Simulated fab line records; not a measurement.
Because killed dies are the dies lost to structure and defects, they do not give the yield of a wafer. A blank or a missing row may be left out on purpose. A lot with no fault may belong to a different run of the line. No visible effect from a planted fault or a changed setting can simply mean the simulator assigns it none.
Split-lot experiment | flow n5-finfet | 21 wafers read from 7 lots, route of 1938 steps

ABOUT THE SPLIT
At N5_GATE_CUT_ALD_22 (deposits SiNx, target thk 16 nm, pulse time 1 s, ald cycles 320), the setting ald-cycles was moved away from the recipe's 320 on 7 of the 21 wafers read, by -9.4% to +12.5%. For the rest of the wafers, this setting stayed at what the recipe calls for.

The reading comes from the split's own step.

THE READING
SiNx_of_GATE_CUT_ALD_22.thk-nm (the simulator's own value, which no gauge read), in nm, at N5_GATE_CUT_ALD_22 (deposits SiNx, target thk 16 nm, pulse time 1 s, ald cycles 320). There is no usual value for it anywhere in the file. Across the 14 wafers here that went through the recipe, the average is 16.0 nm and the standard deviation 0.052 nm.

wafer  | tool, chamber at the split | ald-cycles as run | against the recipe | SiNx_of_GATE_CUT_ALD_22.thk-nm, nm | against lot-mates on the recipe
L076.3 | ald-sin-02, 3              | 359               | +12.2%             | 18.2                               | +2.2
L076.5 | ald-sin-02, 1              | 320               | recipe             | 16                                 | -
L076.6 | ald-sin-02, 2              | 359               | +12.2%             | 18                                 | +2.0
L080.2 | ald-sin-02, 0,3            | 360               | +12.5%             | 18                                 | +2.0
L080.5 | ald-sin-02, 0,3            | 360               | +12.5%             | 18                                 | +2.0
L080.6 | ald-sin-02, 2              | 320               | recipe             | 16                                 | -
L082.3 | ald-sin-03, 1,3,0          | 320               | recipe             | 16                                 | -
L082.5 | ald-sin-03, 1,3,0          | 320               | recipe             | 16                                 | -
L082.6 | ald-sin-03, 1,3,0          | 320               | recipe             | 16                                 | -
L084.1 | ald-sin-02, 2,0            | 320               | recipe             | 16                                 | -
L084.2 | ald-sin-02, 2,0            | 320               | recipe             | 16                                 | -
L084.6 | ald-sin-02, 3              | 320               | recipe             | 16.2                               | -
L089.1 | ald-sin-03, 2,1            | 320               | recipe             | 16                                 | -
L089.4 | ald-sin-03, 2,1            | 320               | recipe             | 16                                 | -
L089.6 | ald-sin-03, 1              | 360               | +12.5%             | 18                                 | +2.0
L091.3 | ald-sin-03, 2              | 290               | -9.4%              | 14.4                               | -1.6
L091.4 | ald-sin-03, 0              | 290               | -9.4%              | 14.6                               | -1.4
L091.5 | ald-sin-03, 2              | 320               | recipe             | 16                                 | -
L094.1 | ald-sin-02, 1,2,0          | 320               | recipe             | 16                                 | -
L094.4 | ald-sin-02, 1,2,0          | 320               | recipe             | 16                                 | -
L094.5 | ald-sin-02, 1,2,0          | 320               | recipe             | 16                                 | -
Rows listing several chambers each stand for several wafers; the file does not say which wafer went through which chamber.

THE FIT
A straight line over all 21 wafers: SiNx_of_GATE_CUT_ALD_22.thk-nm changes by +0.163 nm for each +1% of ald-cycles; r = +1.00; the points scatter about the line by 0.074 nm.
The same after taking each lot's own level away (the mean of its wafers on the recipe; 21 wafers): +0.164 nm for each +1%; r = +1.00; scatter 0.071 nm.
On that fit, the largest move of ald-cycles shifts the reading by 2 nm.
From 16.00 to 16.07 nm: that is the span of the lots' own levels, equal to 1.3 times the standard deviation above.
The two slopes are in agreement: the lot-to-lot level therefore moves the slope only a little.
Check: for one of the wafers moved furthest among these (+12.5%), held out of the fit, the line's prediction against its lot-mates is +2.06 nm. Against them it came out at +2 nm.

FURTHER SPLITS ON THESE WAFERS
Before the reading, these wafers also passed through other splits. Each is held against what the fit with the lots' levels taken away leaves over:
other split on the same wafers          | wafers away from the commonest value | r with SiNx_of_GATE_CUT_ALD_22.thk-nm (lot level and that fit taken away)
N5_ZERO_LAYER_EXPOSE_08 dose-mj         | 3                                    | +0.11
N5_ZERO_LAYER_DEVELOP_10 develop-time-s | 4                                    | -0.10
N5_FIN_SAQP_SPACER1_ALD_24 temp-c       | 6                                    | +0.11
N5_DUMMY_GATE_DESCUM_20 time-s          | 6                                    | +0.00

FILE'S OWN FIT
SiNx_of_GATE_CUT_ALD_22.thk-nm changes by +0.163 nm for each +1% of ald-cycles, r = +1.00.
